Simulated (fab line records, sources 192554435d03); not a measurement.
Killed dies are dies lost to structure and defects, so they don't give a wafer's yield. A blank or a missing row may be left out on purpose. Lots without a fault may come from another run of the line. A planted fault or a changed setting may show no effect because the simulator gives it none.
Which tool did it? | flow n5_finfet | 12 lots, 36 wafers sampled, at 2 steps of a route of 1938

WHAT THE GAUGES READ, wafer by wafer
N5_BEOL_M4_CD_MEAS_18: pitch 36 nm, target cd 18 nm.
lot  | measured     | on        | cd_nm (nm)
L077 | day 7 21:14  | cd_sem-03 | 17.8 18.4 18.4
L076 | day 8 05:40  | cd_sem-03 | 18.0 17.6 17.8
L079 | day 9 19:17  | cd_sem-01 | 18.2 17.4 18.0
L082 | day 10 00:49 | cd_sem-03 | 18.1 18.0 17.9
L083 | day 10 05:14 | cd_sem-01 | 18.1 17.7 17.8
L085 | day 10 15:40 | cd_sem-03 | 17.4 17.5 17.7
L088 | day 11 09:27 | cd_sem-01 | 18.0 17.6 17.6
L089 | day 11 12:19 | cd_sem-01 | 17.9 17.7 17.5
L091 | day 12 00:28 | cd_sem-03 | 17.5 17.2 17.4
L093 | day 13 00:02 | cd_sem-02 | 18.3 18.3 18.6
L094 | day 13 05:51 | cd_sem-03 | 17.7 18.0 18.1
L097 | day 14 23:26 | cd_sem-01 | 18.1 18.5 18.8

WHICH TOOL RAN EACH LOT (tool, then ch and the chambers of the sampled wafers, then the start)
lot  | N5_BEOL_M4_ETCH_64
L077 | rie_diel-01 ch 1,3, day 7 20:53
L076 | rie_diel-01 ch 0,1,2, day 8 05:13
L079 | rie_diel-01 ch 1,2,3, day 9 18:55
L082 | rie_diel-01 ch 0,2,3, day 10 00:28
L083 | rie_diel-01 ch 0,1,3, day 10 04:51
L085 | rie_diel-06 ch 0,1,3, day 10 15:17
L088 | rie_diel-06 ch 0,2,3, day 11 09:01
L089 | rie_diel-01 ch 0,1,3, day 11 11:51
L091 | rie_diel-06 ch 0,2,3, day 12 00:05
L093 | rie_diel-01 ch 0,2,3, day 12 23:36
L094 | rie_diel-02 ch 1,2,3, day 13 05:30
L097 | rie_diel-01 ch 1,2,3, day 14 23:04
- N5_BEOL_M4_ETCH_64: etches SOC in N2/H2, target depth 75 nm, overetch 22.5 nm, time 121.9 s.

THE ANSWER, worked out from the rows above alone
Rule: what is usual is taken from the lots themselves. Put in order of their means at a reading, lots are off if they are a third of the lots or fewer, leave a main group of 4 or more, and stand apart from it by a gap of 3 or more times the standard deviation of the main group's means; of several such gaps the widest counts. A main group whose means are all the same, to the digits that the tables above print for the reading, isn't used. A lot without any number at a reading at which 4 lots or more have one is off too. The other lots that the step has rows for count as sound.
No lot is off at any reading shown: from this, nothing can be told.

WHAT THE SIMULATOR HAD PUT IN
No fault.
